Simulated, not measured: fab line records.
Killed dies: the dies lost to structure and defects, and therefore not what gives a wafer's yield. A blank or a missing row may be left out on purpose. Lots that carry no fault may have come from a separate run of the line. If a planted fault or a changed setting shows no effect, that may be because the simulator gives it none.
Shared-tool check :: flow nand_harc :: Sample size 13 lots and 39 wafers

== REASON IT WAS OPENED ==
On 2 of the 13 lots, a flag is raised at NHARC_END_SORT_01 on the reading killed_at_array. Fault-free wafers read 55, with a standard deviation of 17.
Rule: a lot is flagged when every wafer of it that has a number lies more than 4 standard deviations from that mean, or none has a number. The rest of the lots are taken to be sound.

lot: L397
measured: day 24 21:41
on: prober-01
killed_at_array, wafer by wafer: 70 62 62
flag: 

lot: L400
measured: day 25 15:58
on: prober-01
killed_at_array, wafer by wafer: 51 38 28
flag: 

lot: L401
measured: day 26 11:08
on: prober-01
killed_at_array, wafer by wafer: 32 60 47
flag: 

lot: L402
measured: day 26 11:11
on: prober-02
killed_at_array, wafer by wafer: 45 51 54
flag: 

lot: L403
measured: day 27 11:08
on: prober-02
killed_at_array, wafer by wafer: 45 50 40
flag: 

lot: L406
measured: day 28 10:04
on: prober-02
killed_at_array, wafer by wafer: 674 671 674
flag: FLAGGED

lot: L407
measured: day 28 20:32
on: prober-01
killed_at_array, wafer by wafer: 8 17 18
flag: 

lot: L408
measured: day 28 20:35
on: prober-02
killed_at_array, wafer by wafer: 673 673 673
flag: FLAGGED

lot: L415
measured: day 31 17:05
on: prober-02
killed_at_array, wafer by wafer: 67 76 73
flag: 

lot: L417
measured: day 32 08:38
on: prober-01
killed_at_array, wafer by wafer: 45 32 27
flag: 

lot: L416
measured: day 32 20:22
on: prober-01
killed_at_array, wafer by wafer: 61 76 82
flag: 

lot: L418
measured: day 33 11:46
on: prober-02
killed_at_array, wafer by wafer: 53 52 55
flag: 

lot: L420
measured: day 33 20:11
on: prober-02
killed_at_array, wafer by wafer: 61 53 54
flag: 
On average the flagged lots' numbers are 673, which is +618 against the usual, or +36 standard deviations.

== WHICH TOOL RAN EACH LOT ==
The record holds 4 process steps before the reading, out of a route of 1302 steps. Read each cell as the tool, then ch plus the chambers that the sampled wafers visited, then the start.
lot: L397
flag: 
NHARC_A_STAIRCASE_ALD_415: ald_hk-04 ch 0,1,2, day 16 19:28
NHARC_A_STAIRCASE_ETCHBACK_416: rie_diel-08 ch 2,3, day 18 01:56 or earlier
NHARC_A_STAIRCASE_DEP_322: pecvd-04 ch 0,1, day 18 01:56
NHARC_A_STAIRCASE_CMP_152: cmp-03 ch 1,2, day 19 05:24

lot: L400
flag: 
NHARC_A_STAIRCASE_ALD_415: ald_hk-02 ch 1,2,3, day 18 15:41
NHARC_A_STAIRCASE_ETCHBACK_416: rie_diel-11 ch 1,3, day 19 11:11 or earlier
NHARC_A_STAIRCASE_DEP_322: pecvd-02 ch 0,1,2, day 19 11:11
NHARC_A_STAIRCASE_CMP_152: cmp-03 ch 0,1,2, day 20 09:33

lot: L401
flag: 
NHARC_A_STAIRCASE_ALD_415: ald_hk-01 ch 2,3, day 18 20:53
NHARC_A_STAIRCASE_ETCHBACK_416: rie_diel-11 ch 1,3, day 19 19:03 or earlier
NHARC_A_STAIRCASE_DEP_322: pecvd-03 ch 0,1,2, day 19 19:03
NHARC_A_STAIRCASE_CMP_152: cmp-04 ch 1,2,3, day 20 18:23

lot: L402
flag: 
NHARC_A_STAIRCASE_ALD_415: ald_hk-04 ch 0,1,3, day 18 23:31
NHARC_A_STAIRCASE_ETCHBACK_416: rie_diel-11 ch 1,3, day 19 19:13 or earlier
NHARC_A_STAIRCASE_DEP_322: pecvd-02 ch 0,2, day 19 19:13
NHARC_A_STAIRCASE_CMP_152: cmp-03 ch 2,3, day 20 18:12

lot: L403
flag: 
NHARC_A_STAIRCASE_ALD_415: ald_hk-01 ch 0,2,3, day 20 08:21
NHARC_A_STAIRCASE_ETCHBACK_416: rie_diel-12 ch 0,1,2, day 21 04:52 or earlier
NHARC_A_STAIRCASE_DEP_322: pecvd-04 ch 1,2, day 21 04:52
NHARC_A_STAIRCASE_CMP_152: cmp-04 ch 1,2,3, day 22 04:57

lot: L406
flag: FLAGGED
NHARC_A_STAIRCASE_ALD_415: ald_hk-02 ch 0,1,3, day 21 08:00
NHARC_A_STAIRCASE_ETCHBACK_416: rie_diel-11 ch 0,1,3, day 22 06:07 or earlier
NHARC_A_STAIRCASE_DEP_322: pecvd-03 ch 0,2, day 22 06:07
NHARC_A_STAIRCASE_CMP_152: cmp-01 ch 1,2, day 23 05:34

lot: L407
flag: 
NHARC_A_STAIRCASE_ALD_415: ald_hk-02 ch 0,1,3, day 21 19:09
NHARC_A_STAIRCASE_ETCHBACK_416: rie_diel-11 ch 0,2, day 22 16:52 or earlier
NHARC_A_STAIRCASE_DEP_322: pecvd-04 ch 0,1, day 22 16:52
NHARC_A_STAIRCASE_CMP_152: cmp-04 ch 0,3, day 23 14:55

lot: L408
flag: FLAGGED
NHARC_A_STAIRCASE_ALD_415: ald_hk-04 ch 0,1,2, day 21 21:40
NHARC_A_STAIRCASE_ETCHBACK_416: rie_diel-12 ch 0,2,3, day 22 00:20
NHARC_A_STAIRCASE_DEP_322: pecvd-02 ch 1,2, day 22 16:34
NHARC_A_STAIRCASE_CMP_152: cmp-03 ch 2,3, day 23 13:46

lot: L415
flag: 
NHARC_A_STAIRCASE_ALD_415: ald_hk-02 ch 0,3, day 24 19:15
NHARC_A_STAIRCASE_ETCHBACK_416: rie_diel-08 ch 1,3, day 25 17:50 or earlier
NHARC_A_STAIRCASE_DEP_322: pecvd-03 ch 0,1,2, day 25 17:50
NHARC_A_STAIRCASE_CMP_152: cmp-01 ch 1,2,3, day 26 14:14

lot: L417
flag: 
NHARC_A_STAIRCASE_ALD_415: ald_hk-01 ch 1,2,3, day 25 04:33
NHARC_A_STAIRCASE_ETCHBACK_416: rie_diel-12 ch 0,1,2, day 26 05:09 or earlier
NHARC_A_STAIRCASE_DEP_322: pecvd-03 ch 0,1,2, day 26 05:09
NHARC_A_STAIRCASE_CMP_152: cmp-03 ch 0,2,3, day 27 02:16

lot: L416
flag: 
NHARC_A_STAIRCASE_ALD_415: ald_hk-01 ch 1,2,3, day 25 06:54
NHARC_A_STAIRCASE_ETCHBACK_416: rie_diel-11 ch 0,1,3, day 26 05:10 or earlier
NHARC_A_STAIRCASE_DEP_322: pecvd-02 ch 0,1,2, day 26 05:10
NHARC_A_STAIRCASE_CMP_152: cmp-01 ch 0,2,3, day 27 02:34

lot: L418
flag: 
NHARC_A_STAIRCASE_ALD_415: ald_hk-04 ch 0,1,2, day 25 22:43
NHARC_A_STAIRCASE_ETCHBACK_416: rie_diel-08 ch 1,2,3, day 26 20:41 or earlier
NHARC_A_STAIRCASE_DEP_322: pecvd-04 ch 0,1,2, day 26 20:41
NHARC_A_STAIRCASE_CMP_152: cmp-01 ch 0,2,3, day 27 20:14

lot: L420
flag: 
NHARC_A_STAIRCASE_ALD_415: ald_hk-01 ch 0,1,2, day 26 17:54
NHARC_A_STAIRCASE_ETCHBACK_416: rie_diel-08 ch 0,1,3, day 27 14:17 or earlier
NHARC_A_STAIRCASE_DEP_322: pecvd-02 ch 0,1,2, day 27 14:17
NHARC_A_STAIRCASE_CMP_152: cmp-03 ch 1,2,3, day 28 13:58
What is done by these steps:
- NHARC_A_STAIRCASE_ALD_415: deposits SiO2, target thk 30 nm, pulse time 6 s, ald cycles 300.
- NHARC_A_STAIRCASE_ETCHBACK_416: etches the open film in C4F8/O2/Ar, target depth 36 nm, time 7.2 s.
- NHARC_A_STAIRCASE_DEP_322: deposits SiO2, target thk 7200 nm.
- NHARC_A_STAIRCASE_CMP_152: polishes.
- NHARC_END_SORT_01

== FLAGGED OVER TOTAL, TOOL BY TOOL (the gauges that took the reading come last) ==
step: NHARC_A_STAIRCASE_ALD_415
tool: ald_hk-01
lots run: 5
flagged: 0
share of the flagged lots: none
sound lots run after its first flagged lot: -

step: NHARC_A_STAIRCASE_ALD_415
tool: ald_hk-02
lots run: 4
flagged: 1
share of the flagged lots: some
sound lots run after its first flagged lot: 2 (L407,L415)

step: NHARC_A_STAIRCASE_ALD_415
tool: ald_hk-04
lots run: 4
flagged: 1
share of the flagged lots: some
sound lots run after its first flagged lot: 1 (L418)

step: NHARC_A_STAIRCASE_ETCHBACK_416
tool: rie_diel-08
lots run: 4
flagged: 0
share of the flagged lots: none
sound lots run after its first flagged lot: -

step: NHARC_A_STAIRCASE_ETCHBACK_416
tool: rie_diel-11
lots run: 6
flagged: 1
share of the flagged lots: some
sound lots run after its first flagged lot: 2 (L407,L416)

step: NHARC_A_STAIRCASE_ETCHBACK_416
tool: rie_diel-12
lots run: 3
flagged: 1
share of the flagged lots: some
sound lots run after its first flagged lot: 1 (L417)

step: NHARC_A_STAIRCASE_DEP_322
tool: pecvd-02
lots run: 5
flagged: 1
share of the flagged lots: some
sound lots run after its first flagged lot: 2 (L416,L420)

step: NHARC_A_STAIRCASE_DEP_322
tool: pecvd-03
lots run: 4
flagged: 1
share of the flagged lots: some
sound lots run after its first flagged lot: 2 (L415,L417)

step: NHARC_A_STAIRCASE_DEP_322
tool: pecvd-04
lots run: 4
flagged: 0
share of the flagged lots: none
sound lots run after its first flagged lot: -

step: NHARC_A_STAIRCASE_CMP_152
tool: cmp-01
lots run: 4
flagged: 1
share of the flagged lots: some
sound lots run after its first flagged lot: 3 (L415,L416,L418)

step: NHARC_A_STAIRCASE_CMP_152
tool: cmp-03
lots run: 6
flagged: 1
share of the flagged lots: some
sound lots run after its first flagged lot: 2 (L417,L420)

step: NHARC_A_STAIRCASE_CMP_152
tool: cmp-04
lots run: 3
flagged: 0
share of the flagged lots: none
sound lots run after its first flagged lot: -

step: NHARC_END_SORT_01
tool: prober-01
lots run: 6
flagged: 0
share of the flagged lots: none
sound lots run after its first flagged lot: -

step: NHARC_END_SORT_01
tool: prober-02
lots run: 7
flagged: 2
share of the flagged lots: all
sound lots run after its first flagged lot: 3 (L415,L418,L420)
With no start given for some of its lots, NHARC_A_STAIRCASE_ETCHBACK_416 uses the hours and lot order of NHARC_A_STAIRCASE_DEP_322.

== WHAT IS ALLOWED BY THE TABLE ==
1 row of the table ran every flagged lot: prober-02 at NHARC_END_SORT_01.
- prober-02 at NHARC_END_SORT_01: 2 of its 7 lots flagged. After the first flagged lot (L415, L418, L420), sound lots still ran on it; a lasting fault on the whole tool would not permit that.
Not one row of the table ran every flagged lot while running no sound lot after the first.

== WHAT THE SIMULATOR PUT IN ==
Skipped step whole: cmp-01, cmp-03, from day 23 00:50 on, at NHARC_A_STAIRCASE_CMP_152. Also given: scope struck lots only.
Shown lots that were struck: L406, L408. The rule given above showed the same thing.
